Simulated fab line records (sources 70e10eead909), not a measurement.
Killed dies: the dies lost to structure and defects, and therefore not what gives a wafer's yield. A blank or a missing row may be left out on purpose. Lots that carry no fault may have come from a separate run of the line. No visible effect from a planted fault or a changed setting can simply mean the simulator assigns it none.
Matching of chambers ; flow nand-harc ; rie-diel-06 running NHARC_HYBRID_BOND_ACTIVATE_00: 4 sister chambers
The step chemistry N2, time 60 s. 20 wafers are shown with their chamber, then 10 later ones without.

EACH WAFER AND ITS CHAMBER
wafer;chamber;showerhead-plenum-p-Torr (Torr);drypump-motor-current-A (A);rf-vpp-V (V)
L605.1;3;1.71;5.8;65.1
L605.3;1;1.81;5.6;65.3
L605.6;1;1.81;5.6;64.6
L606.2;3;1.71;5.8;63.6
L606.3;1;1.81;5.6;65.0
L606.4;2;1.87;5.0;65.6
L610.2;2;1.87;5.0;63.7
L610.3;3;1.71;5.8;66.9
L610.5;0;1.77;5.3;63.4
L607.1;3;1.71;5.7;65.1
L607.2;0;1.77;5.3;64.0
L607.3;1;1.81;5.6;64.4
L612.1;2;1.87;5.0;64.9
L612.2;1;1.81;5.6;65.2
L612.5;3;1.70;5.8;62.5
L617.2;3;1.70;5.7;62.4
L617.4;2;1.87;5.0;63.5
L617.5;3;1.70;5.7;64.0
L621.4;3;1.70;5.7;63.2
L621.5;0;1.77;5.3;63.9

SIGNATURES, as means of the wafers listed above
reading;chamber 0;chamber 1;chamber 2;chamber 3;scatter within a chamber
showerhead-plenum-p-Torr;1.7700;1.8100;1.8700;1.7050;0.00354
drypump-motor-current-A;5.300;5.600;5.000;5.750;0.0354
rf-vpp-V;63.767;64.900;64.425;64.100;1.12
Rule: a wafer lies at a distance from a chamber equal to the root of the sum of squares, over the readings, of (its reading less the chamber's mean, divided by the reading's scatter). If the next closest chamber is less than 2 further off than the closest, the wafer can't be placed; otherwise it belongs to the closest. The scatter is the square root of a quotient: the sum, over the shown wafers, of each reading's squared deviation from its chamber's mean, divided by wafers minus chambers.

WAFERS WITH NO CHAMBER GIVEN
wafer;showerhead-plenum-p-Torr (Torr);drypump-motor-current-A (A);rf-vpp-V (V)
L621.6;1.70;5.7;64.1
L627.1;1.70;5.7;64.6
L627.5;1.86;5.0;65.1
L627.6;1.70;5.7;63.4
L624.1;1.80;5.6;63.3
L624.5;1.80;5.6;63.3
L624.6;1.77;5.3;66.0
L628.1;1.80;5.6;63.1
L628.2;1.86;5.0;64.9
L628.6;1.76;5.3;64.7

CHAMBER TAKEN BY EACH
wafer;from the rows above;in truth
L621.6;3;3
L627.1;3;3
L627.5;2;2
L627.6;3;3
L624.1;1;1
L624.5;1;1
L624.6;0;0
L628.1;1;1
L628.2;2;2
L628.6;0;0
Correctly placed: 10 of 10. From these rows, 0 cannot be placed. Wrongly placed: 0.
